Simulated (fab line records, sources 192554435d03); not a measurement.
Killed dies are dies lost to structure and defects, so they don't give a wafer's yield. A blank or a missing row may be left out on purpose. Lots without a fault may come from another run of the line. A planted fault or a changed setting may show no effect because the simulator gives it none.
Chamber matching | flow n5_finfet | N5_BEOL_M13_DESCUM_15 on rie_diel-01: 4 sister chambers
The step chemistry O2, time 7.9 s. 4 wafers are shown with their chamber, then 10 later ones without.

WAFERS WITH THEIR CHAMBER
wafer  | chamber | drypump_motor_current_A (A)
L085.3 | 1       | 6.3
L085.4 | 0       | 6.6
L089.2 | 2       | 6.4
L089.4 | 3       | 6.0

WAFERS WITHOUT THEIR CHAMBER
wafer  | drypump_motor_current_A (A)
L089.5 | 6.3
L090.2 | 6.6
L090.4 | 6.0
L090.5 | 6.0
L079.1 | 6.4
L079.2 | 6.3
L079.6 | 6.7
L095.1 | 6.3
L095.4 | 6.0
L095.6 | 6.0

WHICH CHAMBER EACH WENT THROUGH
wafer  | from the rows above | in truth
L089.5 | 1                   | 1
L090.2 | 0                   | 0
L090.4 | 3                   | 3
L090.5 | 3                   | 3
L079.1 | 2                   | 2
L079.2 | 1                   | 1
L079.6 | 0                   | 0
L095.1 | 1                   | 1
L095.4 | 3                   | 3
L095.6 | 3                   | 3
Placed correctly: 10 of 10. Can't be placed from these rows: 0. Placed wrongly: 0.
How it was worked out, from the rows above alone: a wafer's distance from a chamber is the root of the sum, over the readings, of the square of ((its reading less the chamber's mean) divided by the reading's scatter). The wafer belongs to the nearest chamber; if the next one is less than 2 further off, it can't be placed. A chamber's mean is the mean of its shown wafers. The scatter: with one shown wafer a chamber, the root of the mean of the squares of how far each hidden wafer lies from its nearest shown one.
